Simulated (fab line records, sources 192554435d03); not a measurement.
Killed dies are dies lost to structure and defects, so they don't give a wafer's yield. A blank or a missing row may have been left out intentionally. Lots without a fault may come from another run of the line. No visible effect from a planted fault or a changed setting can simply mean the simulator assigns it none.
The same fault as seen by 3 desks || flow n5-finfet || only its own numbers are on each desk; what lay behind them is given at the end

FROM THE METROLOGY DESK
Lot by lot, what the gauges showed, no matter which tool ran the lot: averages of those sampled wafers that carry a number. Any lot whose mean is over 4 standard deviations away from the usual mean is out of limits and marked OUT; that distance is given in the brackets.
Columns: A = cd-nm at N5_BEOL_M7_CD_MEAS_28, usual 39.99 nm; B = V6_OVL at N5_BEOL_M7_OVL_MEAS_29, usual -0.4 nm; C = trench-depth-nm at N5_BEOL_M7_OCD_MEAS_38, usual 93.2 nm; D = cd-nm at N5_BEOL_M7_CD_MEAS_35, usual 40.1 nm; E = M7_THK at N5_BEOL_M7_THK_MEAS_53, usual 77.4 nm; F = M7_RS at N5_BEOL_M7_RS_MEAS_57, usual 0.288 ohm/sq
{"lot": "L945", "first seen here": "day 8 10:57", "A": 39.89, "B": -1.2, "C": 94.9, "D": 40.8, "E": 79.5, "F": 0.278}
{"lot": "L948", "first seen here": "day 9 11:44", "A": 39.79, "B": 0.8, "C": 94.0, "D": 40.1, "E": 77.5, "F": 0.287}
{"lot": "L950", "first seen here": "day 10 03:13", "A": 39.89, "B": -0.5, "C": 92.2, "D": 39.4, "E": 76.3, "F": 0.291}
{"lot": "L955", "first seen here": "day 11 06:52", "A": 40.28, "B": -0.8, "C": 93.6, "D": 39.7, "E": 77.5, "F": 0.291}
{"lot": "L963", "first seen here": "day 13 11:41", "A": 39.87, "B": -0.2, "C": 95.5, "D": 39.5, "E": 79.6, "F": 0.279}
Finding of this desk: none of the 5 lots has anything out of limits.

THE DEFECT DESK
Per lot, the means of the sampled wafers with a number show what the inspections along the route counted. Any lot whose mean is over 4 standard deviations away from the usual mean is out of limits and marked OUT; that distance is given in the brackets.
Columns: A = raw-defect-count at N5_BEOL_M7_INSPECT_30, usual 412; B = raw-defect-count at N5_BEOL_M7_INSPECT_58, usual 76
{"lot": "L945", "first seen here": "day 8 11:02", "A": 387, "B": 69}
{"lot": "L948", "first seen here": "day 9 11:50", "A": 359, "B": 71}
{"lot": "L950", "first seen here": "day 10 03:19", "A": 366, "B": 63}
{"lot": "L955", "first seen here": "day 11 06:58", "A": 435, "B": 73}
{"lot": "L963", "first seen here": "day 13 11:46", "A": 406, "B": 98}
Finding of this desk: none of the 5 lots has anything out of limits.

TOOL OWNER'S DESK, rie-diel-04
The tool's own readings at N5_BEOL_M7_TRENCH_ETCH_37 (etches SiCOH lowk in C4F6/O2, target depth 93.478 nm, time 31.2 s): means of the sampled wafers that have a number, for each lot that ran on this tool. Any lot whose mean is over 4 standard deviations away from the usual mean is out of limits and marked OUT; that distance is given in the brackets.
Columns: A = drypump-motor-current-A at N5_BEOL_M7_TRENCH_ETCH_37, usual 5.5 A; B = oes-product-au at N5_BEOL_M7_TRENCH_ETCH_37, usual 0.81 a.u.; C = rf-fwd-power-W at N5_BEOL_M7_TRENCH_ETCH_37, usual 340.0 W; D = rf-vpp-V at N5_BEOL_M7_TRENCH_ETCH_37, usual 656 V; E = showerhead-plenum-p-Torr at N5_BEOL_M7_TRENCH_ETCH_37, usual 2.81 Torr; F = throttle-valve-pct at N5_BEOL_M7_TRENCH_ETCH_37, usual 20.65 %
{"lot": "L945", "first seen here": "day 8 11:35", "A": 5.8, "B": 0.73, "C": 340.8, "D": 655, "E": 2.74, "F": 20.89}
{"lot": "L948", "first seen here": "day 9 12:08", "A": 5.4, "B": 0.73, "C": 340.5, "D": 665, "E": 2.71, "F": 20.79}
{"lot": "L950", "first seen here": "day 10 03:37", "A": 5.4, "B": 0.70, "C": 339.4, "D": 641, "E": 2.75, "F": 20.99}
{"lot": "L963", "first seen here": "day 13 12:13", "A": 5.4, "B": 0.72, "C": "367.6 (+14) OUT", "D": 631, "E": 2.70, "F": 20.89}
This desk's finding: out of limits on L963; first on L963, day 13 12:13 (rf-fwd-power-W at N5_BEOL_M7_TRENCH_ETCH_37). L945, L948, L950 stayed within limits.

PUT TOGETHER
On L963, at day 13 12:13, an alarm was possible from the tool owner's desk.
From the metrology desk's view, nothing was out of limits.
Nothing out of limits was seen by the defect desk.
The metrology desk holds a record of L963, inside its limits.
The defect desk has L963 on record, within its limits.
All the named lots went through N5_BEOL_M7_TRENCH_ETCH_37 on rie-diel-04.

WHAT THE SIMULATOR HAD PUT IN
rie-diel-04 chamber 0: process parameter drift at N5_BEOL_M7_TRENCH_ETCH_37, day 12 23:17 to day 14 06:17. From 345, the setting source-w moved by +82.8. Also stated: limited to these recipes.
Shown lots that were struck: L963.
How many hours passed from the start of the fault until each desk's first out-of-limits reading: the tool owner's desk, 13.
